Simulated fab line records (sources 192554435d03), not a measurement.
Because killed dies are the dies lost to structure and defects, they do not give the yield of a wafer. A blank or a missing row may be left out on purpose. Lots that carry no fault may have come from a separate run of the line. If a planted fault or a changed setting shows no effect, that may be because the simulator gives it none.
Which of the tools did it? | flow n5 finfet | 11 lots, 31 wafers sampled, at 5 steps of a route of 1938

## WHAT THE GAUGES READ, wafer by wafer
N5_BEOL_M14_THK_MEAS_01. Usual: M14_ILD_THK gives 1120 nm (standard deviation 18).
lot  | measured     | on            | M14_ILD_THK (nm) | flag
L445 | day 10 21:07 | film metro-02 | 1109 1091 1138   |
L446 | day 11 00:25 | film metro-02 | 1119 1110 1123   |
L448 | day 11 11:29 | film metro-02 | 1120 1095 1138   |
L449 | day 11 16:15 | film metro-02 | 1078 1104 1098   |
L451 | day 12 06:06 | film metro-02 | 1122 1154 1159   |
L452 | day 12 23:56 | film metro-01 | 1101 1122 1125   |
L456 | day 14 02:12 | film metro-01 | 1276 1109        | OFF
L459 | day 14 05:41 | film metro-02 | 1108 1112 1121   |
L460 | day 14 06:20 | film metro-02 | 1332 1137        | OFF
L464 | day 15 18:23 | film metro-01 | 1121 1145 1141   |
L467 | day 16 21:34 | film metro-01 | 1113 1118 1117   |

## WHAT TOOL EACH LOT RAN ON (gives the tool, then ch and the chambers of the sampled wafers, and finally the start)
lot  | N5_BEOL_M13_PRE_CLEAN_42     | N5_BEOL_M13_SPUTTER_43       | N5_BEOL_M13_DEP_53              | N5_BEOL_M14_ILD_DEP_00
L445 | pvd sputter-03, day 10 19:39 | pvd sputter-03, day 10 19:41 | pecvd-01 ch 0,1,2, day 10 20:47 | pecvd-01 ch 0,1,2, day 10 20:55
L446 | pvd sputter-03, day 10 22:57 | pvd sputter-03, day 10 22:59 | pecvd-03 ch 0,2, day 11 00:05   | pecvd-01 ch 0,1,2, day 11 00:13
L448 | pvd sputter-03, day 11 09:46 | pvd sputter-03, day 11 09:48 | pecvd-01 ch 0,1, day 11 10:53   | pecvd-04 ch 0,1, day 11 11:13
L449 | pvd sputter-03, day 11 14:43 | pvd sputter-03, day 11 14:45 | pecvd-03 ch 0,1,2, day 11 15:51 | pecvd-04 ch 1, day 11 15:59
L451 | pvd sputter-02, day 12 03:58 | pvd sputter-02, day 12 04:01 | pecvd-03 ch 0,1,2, day 12 05:47 | pecvd-03 ch 1,2, day 12 05:55
L452 | pvd sputter-02, day 12 22:29 | pvd sputter-02, day 12 22:32 | pecvd-03 ch 0,2, day 12 23:38   | pecvd-01 ch 0,1,2, day 12 23:46
L456 | pvd sputter-03, day 14 00:39 | pvd sputter-03, day 14 00:41 | pecvd-01 ch 0,1, day 14 01:53   | pecvd-01 ch 2, day 14 02:01
L459 | pvd sputter-01, day 14 04:14 | pvd sputter-01, day 14 04:16 | pecvd-01 ch 0,2, day 14 05:22   | pecvd-04 ch 0,1,2, day 14 05:29
L460 | pvd sputter-02, day 14 04:53 | pvd sputter-02, day 14 04:55 | pecvd-03 ch 0,2, day 14 06:01   | pecvd-01 ch 0,1, day 14 06:09
L464 | pvd sputter-02, day 15 16:49 | pvd sputter-02, day 15 16:52 | pecvd-03 ch 0,2, day 15 17:58   | pecvd-03 ch 0,2, day 15 18:07
L467 | pvd sputter-01, day 16 20:04 | pvd sputter-01, day 16 20:06 | pecvd-03 ch 0,1,2, day 16 21:16 | pecvd-03 ch 0,1,2, day 16 21:23
- N5_BEOL_M13_PRE_CLEAN_42: time 30 s.
- N5_BEOL_M13_SPUTTER_43: material TaN, target thk 15 nm, time 24.19 s.
- N5_BEOL_M13_DEP_53: deposits SiCN from 3MS/NH3, target thk 50 nm, time 17.8 s.
- N5_BEOL_M14_ILD_DEP_00: deposits SiO2 from TEOS/O2, target thk 1119.3 nm, time 237.4 s.

## AS READ BY THE TOOLS THEMSELVES (means over the sampled wafers that have a number; for cases with no such wafer, the mark the record gives instead)
N5_BEOL_M13_PRE_CLEAN_42. Usual: heater power w at 325 W, with a standard deviation of 30.
lot  | tool           | heater power w (W) | flag
L445 | pvd sputter-03 | 306                |
L446 | pvd sputter-03 | 311                |
L448 | pvd sputter-03 | 304                |
L449 | pvd sputter-03 | 330                |
L451 | pvd sputter-02 | 328                |
L452 | pvd sputter-02 | 340                |
L456 | pvd sputter-03 | 330                |
L459 | pvd sputter-01 | 348                |
L460 | pvd sputter-02 | 312                |
L464 | pvd sputter-02 | 329                |
L467 | pvd sputter-01 | 329                |

N5_BEOL_M13_SPUTTER_43. Usual: throttle valve pct at 29.8 %, with a standard deviation of 0.95.
lot  | tool           | throttle valve pct (%) | flag
L445 | pvd sputter-03 | 29.8                   |
L446 | pvd sputter-03 | 29.8                   |
L448 | pvd sputter-03 | 30.0                   |
L449 | pvd sputter-03 | 30.0                   |
L451 | pvd sputter-02 | 29.1                   |
L452 | pvd sputter-02 | 30.0                   |
L456 | pvd sputter-03 | 29.9                   |
L459 | pvd sputter-01 | 29.7                   |
L460 | pvd sputter-02 | 28.6                   |
L464 | pvd sputter-02 | 29.9                   |
L467 | pvd sputter-01 | 29.7                   |

N5_BEOL_M13_DEP_53. Usual: showerhead plenum p Torr 4.159 Torr, standard deviation 0.027; throttle valve pct 18.0 %, standard deviation 0.72.
lot  | tool     | showerhead plenum p Torr (Torr) | throttle valve pct (%) | flag
L445 | pecvd-01 | 4.156                           | 17.4                   |
L446 | pecvd-03 | 4.170                           | 17.8                   |
L448 | pecvd-01 | 4.153                           | 17.7                   |
L449 | pecvd-03 | 4.162                           | 18.2                   |
L451 | pecvd-03 | 4.163                           | 18.4                   |
L452 | pecvd-03 | 4.138                           | 18.1                   |
L456 | pecvd-01 | 4.156                           | 17.9                   |
L459 | pecvd-01 | 4.155                           | 17.1                   |
L460 | pecvd-03 | 4.159                           | 17.9                   |
L464 | pecvd-03 | 4.171                           | 17.8                   |
L467 | pecvd-03 | 4.169                           | 18.4                   |

N5_BEOL_M14_ILD_DEP_00. Usual: heater power w 562 W, standard deviation 73; run length s 280.6 s, standard deviation 0.52; showerhead plenum p Torr 8.335 Torr, standard deviation 0.029; throttle valve pct 18.5 %, standard deviation 0.96.
lot  | tool     | heater power w (W) | run length s (s) | showerhead plenum p Torr (Torr) | throttle valve pct (%) | flag
L445 | pecvd-01 | 581                | 280.2            | 8.342                           | 18.1                   |
L446 | pecvd-01 | 566                | 280.5            | 8.356                           | 18.0                   |
L448 | pecvd-04 | 521                | 280.9            | 8.327                           | 19.7                   |
L449 | pecvd-04 | 559                | 280.5            | 8.334                           | 18.7                   |
L451 | pecvd-03 | 573                | 280.7            | 8.305                           | 19.2                   |
L452 | pecvd-01 | 572                | 280.7            | 8.329                           | 18.3                   |
L456 | pecvd-01 | 606                | 300.6            | 8.364                           | 17.6                   | OFF
L459 | pecvd-04 | 551                | 280.6            | 8.339                           | 18.7                   |
L460 | pecvd-01 | 510                | 299.7            | 8.326                           | 18.3                   | OFF
L464 | pecvd-03 | 568                | 280.7            | 8.325                           | 18.8                   |
L467 | pecvd-03 | 626                | 280.7            | 8.350                           | 19.0                   |

## THE ANSWER, worked out from the rows above alone
Rule: take the mean of a lot's wafers that have a number; if it is more than 3 standard deviations from the usual mean, the lot is off. A lot without any number at a reading at which 4 lots or more have one is off too. The other lots that the step has rows for count as sound. Order of review: gauges by route order, followed by the tools' own readings, for which a lot's mean as printed above is used. The first step at which some lot is off is used, and at that step the reading that is off furthest; a lot without a number counts as furthest.
Off: at N5_BEOL_M14_THK_MEAS_01 (M14_ILD_THK), L456, L460.
If a tool, at a process step before that reading, ran all the lots that are off and no sound lot after the first of them, it fits. Not tried: the gauges at N5_BEOL_M14_THK_MEAS_01; whatever is off there is also off at N5_BEOL_M14_ILD_DEP_00, on other tools, and gauge error can't account for it. One fits: pecvd-01 at N5_BEOL_M14_ILD_DEP_00. Its last sound lot is L452 (day 12 23:46), its first lot that is off L456 (day 14 02:01): a fault that began between those two fits.
On the lots that are off, the tool's own readings at N5_BEOL_M14_ILD_DEP_00 differ by more than 5 times the standard deviation of the sound lots' means, which bears it out; run length s reads 300.1 s there versus 280.6 s on the sound lots.

## WHAT HAD BEEN PUT IN BY THE SIMULATOR
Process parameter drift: pecvd-01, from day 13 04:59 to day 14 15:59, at N5_BEOL_M14_ILD_DEP_00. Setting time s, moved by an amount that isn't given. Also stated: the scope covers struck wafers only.
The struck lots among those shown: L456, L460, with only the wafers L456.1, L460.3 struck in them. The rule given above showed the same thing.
